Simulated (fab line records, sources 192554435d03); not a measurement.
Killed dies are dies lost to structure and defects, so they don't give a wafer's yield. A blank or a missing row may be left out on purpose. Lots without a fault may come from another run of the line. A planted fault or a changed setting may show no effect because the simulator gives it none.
Which tool did it? | flow n5_finfet | 24 lots, 72 wafers sampled, at 5 steps of a route of 1938

WHAT THE GAUGES READ, wafer by wafer
N5_BEOL_M10_THK_MEAS_01.
lot  | measured     | on            | M10_ILD_THK (nm)
L074 | day 9 01:23  | film_metro-02 | 265 268 270
L077 | day 10 04:55 | film_metro-01 | 270 274 273
L078 | day 10 15:24 | film_metro-01 | 266 271 266
L075 | day 10 17:55 | film_metro-01 | 265 268 267
L076 | day 11 03:06 | film_metro-02 | 267 270 271
L080 | day 11 09:05 | film_metro-01 | 264 266 271
L079 | day 11 14:40 | film_metro-02 | 264 264 272
L083 | day 12 11:26 | film_metro-02 | 265 268 269
L081 | day 12 11:43 | film_metro-01 | 270 273 277
L082 | day 12 15:00 | film_metro-01 | 268 274 268
L084 | day 12 15:16 | film_metro-01 | 266 267 267
L085 | day 12 19:50 | film_metro-01 | 266 268 268
L086 | day 13 03:19 | film_metro-01 | 264 273 272
L087 | day 13 16:14 | film_metro-01 | 270 270 269
L088 | day 13 16:30 | film_metro-02 | 268 271 274
L089 | day 13 16:46 | film_metro-01 | 267 264 268
L090 | day 14 08:23 | film_metro-01 | 265 265 264
L091 | day 14 17:58 | film_metro-01 | 267 267 272
L092 | day 14 20:22 | film_metro-02 | 261 263 266
L093 | day 14 21:19 | film_metro-02 | 264 262 268
L094 | day 14 22:14 | film_metro-02 | 263 265 271
L095 | day 15 10:53 | film_metro-01 | 263 267 268
L096 | day 15 15:50 | film_metro-02 | 266 271 272
L097 | day 15 19:20 | film_metro-01 | 270 273 275

N5_BEOL_M11_CD_MEAS_18: pitch 140 nm, target cd 70 nm.
lot  | measured     | on        | cd_nm (nm)
L074 | day 9 12:24  | cd_sem-03 | 69.2 69.3 70.3
L077 | day 10 12:17 | cd_sem-02 | 69.7 70.4 69.6
L078 | day 11 01:32 | cd_sem-03 | 70.4 70.5 70.7
L075 | day 11 08:05 | cd_sem-02 | 69.7 69.9 69.7
L076 | day 11 16:35 | cd_sem-03 | 70.2 70.8 71.1
L080 | day 11 19:49 | cd_sem-02 | 69.5 69.9 69.9
L079 | day 11 23:01 | cd_sem-02 | 69.4 69.5 69.9
L083 | day 12 22:28 | cd_sem-01 | 69.3 69.4 70.2
L081 | day 12 22:44 | cd_sem-01 | 69.8 69.5 69.6
L082 | day 12 23:43 | cd_sem-03 | 69.9 69.9 69.4
L084 | day 13 01:57 | cd_sem-03 | 70.8 70.6 70.3
L085 | day 13 06:11 | cd_sem-01 | 70.9 70.0 71.3
L086 | day 13 15:09 | cd_sem-02 | 70.2 70.8 70.0
L087 | day 14 03:32 | cd_sem-03 | 69.9 70.6 69.9
L088 | day 14 03:47 | cd_sem-03 | 70.3 69.7 70.5
L089 | day 14 06:44 | cd_sem-02 | 70.3 70.4 70.3
L090 | day 14 20:20 | cd_sem-03 | 70.5 68.9 69.5
L091 | day 15 03:32 | cd_sem-01 | 69.4 70.0 69.1
L092 | day 15 11:22 | cd_sem-02 | 70.0 70.1 70.4
L093 | day 15 11:34 | cd_sem-01 | 70.6 69.9 69.3
L094 | day 15 10:13 | cd_sem-03 | 70.3 70.7 70.1
L095 | day 15 21:11 | cd_sem-01 | 69.7 68.7 69.3
L096 | day 16 02:32 | cd_sem-03 | 70.1 69.2 69.3
L097 | day 16 07:22 | cd_sem-01 | 70.4 70.5 70.1

WHICH TOOL RAN EACH LOT (tool, then ch and the chambers of the sampled wafers, then the start)
lot  | N5_BEOL_M10_DESCUM_16              | N5_BEOL_M10_ETCH_66                | N5_BEOL_M10_PRE_CLEAN_45
L074 | rie_diel-03 ch 2,3, day 9 02:41    | rie_diel-01 ch 1,2,3, day 9 04:20  | pvd_sputter-01, day 9 07:11
L077 | rie_diel-04 ch 1,2,3, day 10 06:05 | rie_diel-01 ch 0,1,2, day 10 07:37 | pvd_sputter-02, day 10 08:56
L078 | rie_diel-03 ch 1,2,3, day 10 17:02 | rie_diel-04 ch 0,1,2, day 10 19:28 | pvd_sputter-02, day 10 20:47
L075 | rie_diel-03 ch 1,2,3, day 10 21:01 | rie_diel-04 ch 0,3, day 11 00:23   | pvd_sputter-01, day 11 01:34
L076 | rie_diel-01 ch 0,2, day 11 07:32   | rie_diel-01 ch 1,2, day 11 09:39   | pvd_sputter-02, day 11 11:50
L080 | rie_diel-03 ch 1,3, day 11 11:06   | rie_diel-03 ch 1,2,3, day 11 12:10 | pvd_sputter-03, day 11 13:15
L079 | rie_diel-03 ch 1,2, day 11 16:02   | rie_diel-04 ch 1,3, day 11 17:59   | pvd_sputter-01, day 11 19:02
L083 | rie_diel-01 ch 0,2, day 12 13:18   | rie_diel-03 ch 0,3, day 12 15:59   | pvd_sputter-03, day 12 17:53
L081 | rie_diel-04 ch 0,2, day 12 13:21   | rie_diel-04 ch 2,3, day 12 15:46   | pvd_sputter-02, day 12 17:49
L082 | rie_diel-04 ch 0,1, day 12 17:04   | rie_diel-03 ch 1,2,3, day 12 18:10 | pvd_sputter-02, day 12 19:10
L084 | rie_diel-01 ch 0,1,3, day 12 17:07 | rie_diel-01 ch 1,2,3, day 12 18:23 | pvd_sputter-02, day 12 21:11
L085 | rie_diel-01 ch 0,1,2, day 12 21:50 | rie_diel-03 ch 0,2, day 12 22:54   | pvd_sputter-01, day 13 00:41
L086 | rie_diel-04 ch 0,1, day 13 05:41   | rie_diel-04 ch 0,1, day 13 10:03   | pvd_sputter-01, day 13 11:02
L087 | rie_diel-01 ch 0,1,3, day 13 18:13 | rie_diel-03 ch 0,1,3, day 13 20:49 | pvd_sputter-01, day 13 22:02
L088 | rie_diel-04 ch 0,1, day 13 18:19   | rie_diel-01 ch 0,1,2, day 13 21:00 | pvd_sputter-01, day 13 22:13
L089 | rie_diel-03 ch 0,2,3, day 13 18:20 | rie_diel-01 ch 1,2,3, day 13 21:28 | pvd_sputter-03, day 13 22:58
L090 | rie_diel-04 ch 1,2,3, day 14 10:17 | rie_diel-03 ch 0,1,2, day 14 13:11 | pvd_sputter-03, day 14 14:29
L091 | rie_diel-01 ch 0,2,3, day 14 19:33 | rie_diel-04 ch 0,2,3, day 14 22:22 | pvd_sputter-01, day 14 23:29
L092 | rie_diel-04 ch 0,1,3, day 14 23:32 | rie_diel-03 ch 1,3, day 15 01:46   | pvd_sputter-01, day 15 06:25
L093 | rie_diel-04 ch 2,3, day 14 23:47   | rie_diel-04 ch 0,1,3, day 15 02:08 | pvd_sputter-01, day 15 06:29
L094 | rie_diel-03 ch 0,1,3, day 14 23:51 | rie_diel-04 ch 0,1,3, day 15 01:40 | pvd_sputter-01, day 15 06:20
L095 | rie_diel-03 ch 0,1, day 15 13:06   | rie_diel-03 ch 0,2,3, day 15 14:27 | pvd_sputter-03, day 15 16:39
L096 | rie_diel-04 ch 0,3, day 15 18:02   | rie_diel-03 ch 1,2,3, day 15 19:26 | pvd_sputter-03, day 15 20:37
L097 | rie_diel-04 ch 0,1,3, day 15 20:34 | rie_diel-04 ch 0,1, day 16 00:40   | pvd_sputter-03, day 16 01:47
- N5_BEOL_M10_DESCUM_16: chemistry O2, time 7.9 s.
- N5_BEOL_M10_ETCH_66: etches SOC in N2/H2, target depth 120 nm, overetch 24 nm, time 180 s.
- N5_BEOL_M10_PRE_CLEAN_45: time 30 s.

WHAT THE TOOLS THEMSELVES READ (means of the sampled wafers that have a number; where no wafer has one, the mark that the record gives instead)
N5_BEOL_M10_DESCUM_16.
lot  | tool        | drypump_motor_current_A (A) | oes_product_au (a.u.) | rf_vpp_V (V) | showerhead_plenum_p_Torr (Torr) | throttle_valve_pct (%)
L074 | rie_diel-03 | 5.9                         | 0.69                  | 242.3        | 2.07                            | 20.57
L077 | rie_diel-04 | 5.7                         | 0.80                  | 243.3        | 2.10                            | 20.50
L078 | rie_diel-03 | 6.0                         | 0.88                  | 242.3        | 2.06                            | 20.37
L075 | rie_diel-03 | 6.0                         | 0.87                  | 242.4        | 2.06                            | 20.37
L076 | rie_diel-01 | 6.2                         | 0.80                  | 244.4        | 2.17                            | 20.43
L080 | rie_diel-03 | 6.0                         | 0.94                  | 241.8        | 2.05                            | 20.31
L079 | rie_diel-03 | 5.9                         | 0.76                  | 243.1        | 2.06                            | 20.56
L083 | rie_diel-01 | 6.1                         | 0.76                  | 243.7        | 2.12                            | 20.39
L081 | rie_diel-04 | 5.2                         | 0.78                  | 242.7        | 2.06                            | 20.50
L082 | rie_diel-04 | 5.5                         | 0.87                  | 244.0        | 2.09                            | 20.30
L084 | rie_diel-01 | 6.4                         | 0.78                  | 244.1        | 2.12                            | 20.59
L085 | rie_diel-01 | 6.3                         | 0.75                  | 243.5        | 2.11                            | 20.50
L086 | rie_diel-04 | 5.5                         | 0.87                  | 242.7        | 2.09                            | 20.30
L087 | rie_diel-01 | 6.4                         | 0.77                  | 243.8        | 2.12                            | 20.60
L088 | rie_diel-04 | 5.6                         | 0.79                  | 243.6        | 2.12                            | 20.50
L089 | rie_diel-03 | 5.8                         | 0.85                  | 242.9        | 2.08                            | 20.30
L090 | rie_diel-04 | 5.6                         | 0.76                  | 243.1        | 2.08                            | 20.56
L091 | rie_diel-01 | 6.2                         | 0.77                  | 244.0        | 2.12                            | 20.51
L092 | rie_diel-04 | 5.7                         | 0.83                  | 242.6        | 2.08                            | 20.35
L093 | rie_diel-04 | 5.7                         | 0.80                  | 241.7        | 2.04                            | 20.41
L094 | rie_diel-03 | 5.9                         | 0.91                  | 243.1        | 2.07                            | 20.23
L095 | rie_diel-03 | 5.8                         | 0.88                  | 243.0        | 2.07                            | 20.31
L096 | rie_diel-04 | 5.8                         | 0.86                  | 242.5        | 2.04                            | 20.21
L097 | rie_diel-04 | 5.7                         | 0.81                  | 243.0        | 2.08                            | 20.37

N5_BEOL_M10_ETCH_66.
lot  | tool        | drypump_motor_current_A (A) | oes_product_au (a.u.) | rf_vpp_V (V) | showerhead_plenum_p_Torr (Torr) | throttle_valve_pct (%)
L074 | rie_diel-01 | 6.2                         | 0.62                  | 523.9        | 2.55                            | 17.95
L077 | rie_diel-01 | 6.3                         | 0.62                  | 524.6        | 2.58                            | 17.94
L078 | rie_diel-04 | 5.4                         | 0.58                  | 524.4        | 2.56                            | 18.09
L075 | rie_diel-04 | 5.8                         | 0.67                  | 522.7        | 2.49                            | 17.77
L076 | rie_diel-01 | 6.4                         | 0.58                  | 522.7        | 2.52                            | 18.06
L080 | rie_diel-03 | 6.0                         | 0.70                  | 522.1        | 2.51                            | 17.80
L079 | rie_diel-04 | 5.9                         | 0.68                  | 523.9        | 2.54                            | 17.85
L083 | rie_diel-03 | 5.7                         | 0.77                  | 524.6        | 2.57                            | 17.48
L081 | rie_diel-04 | 5.4                         | 0.61                  | 522.6        | 2.50                            | 18.00
L082 | rie_diel-03 | 6.0                         | 0.68                  | 522.3        | 2.50                            | 17.81
L084 | rie_diel-01 | 6.2                         | 0.61                  | 523.7        | 2.53                            | 18.00
L085 | rie_diel-03 | 5.7                         | 0.63                  | 523.3        | 2.55                            | 17.86
L086 | rie_diel-04 | 5.5                         | 0.70                  | 523.2        | 2.55                            | 17.80
L087 | rie_diel-03 | 5.9                         | 0.74                  | 524.0        | 2.53                            | 17.63
L088 | rie_diel-01 | 6.3                         | 0.60                  | 525.6        | 2.57                            | 18.00
L089 | rie_diel-01 | 6.2                         | 0.60                  | 524.8        | 2.53                            | 18.01
L090 | rie_diel-03 | 5.8                         | 0.67                  | 523.9        | 2.53                            | 17.82
L091 | rie_diel-04 | 5.5                         | 0.66                  | 523.0        | 2.49                            | 17.83
L092 | rie_diel-03 | 6.1                         | 0.71                  | 522.8        | 2.49                            | 17.78
L093 | rie_diel-04 | 5.7                         | 0.66                  | 524.4        | 2.53                            | 17.86
L094 | rie_diel-04 | 5.7                         | 0.66                  | 523.6        | 2.53                            | 17.86
L095 | rie_diel-03 | 5.8                         | 0.66                  | 524.3        | 2.53                            | 17.72
L096 | rie_diel-03 | 6.0                         | 0.65                  | 522.0        | 2.49                            | 17.86
L097 | rie_diel-04 | 5.6                         | 0.63                  | 524.5        | 2.58                            | 18.06

N5_BEOL_M10_PRE_CLEAN_45.
lot  | tool           | heater_power_w (W)
L074 | pvd_sputter-01 | 317
L077 | pvd_sputter-02 | 342
L078 | pvd_sputter-02 | 337
L075 | pvd_sputter-01 | 328
L076 | pvd_sputter-02 | 339
L080 | pvd_sputter-03 | 297
L079 | pvd_sputter-01 | 310
L083 | pvd_sputter-03 | 305
L081 | pvd_sputter-02 | 337
L082 | pvd_sputter-02 | 340
L084 | pvd_sputter-02 | 342
L085 | pvd_sputter-01 | 308
L086 | pvd_sputter-01 | 301
L087 | pvd_sputter-01 | 300
L088 | pvd_sputter-01 | 309
L089 | pvd_sputter-03 | 317
L090 | pvd_sputter-03 | 340
L091 | pvd_sputter-01 | 286
L092 | pvd_sputter-01 | 323
L093 | pvd_sputter-01 | 282
L094 | pvd_sputter-01 | 312
L095 | pvd_sputter-03 | 318
L096 | pvd_sputter-03 | 336
L097 | pvd_sputter-03 | 329

THE ANSWER, worked out from the rows above alone
Rule: what is usual is taken from the lots themselves. Put in order of their means at a reading, lots are off if they are a third of the lots or fewer, leave a main group of 4 or more, and stand apart from it by a gap of 3 or more times the standard deviation of the main group's means; of several such gaps the widest counts. A main group whose means are all the same, to the digits that the tables above print for the reading, isn't used. A lot without any number at a reading at which 4 lots or more have one is off too. The other lots that the step has rows for count as sound. The gauges are gone through in route order, then the tools' own readings, and for those a lot's mean is taken as printed above. The first step at which some lot is off is used, and at that step the reading that is off furthest; a lot without a number counts as furthest.
No lot is off at any reading shown: from this, nothing can be told.

WHAT THE SIMULATOR HAD PUT IN
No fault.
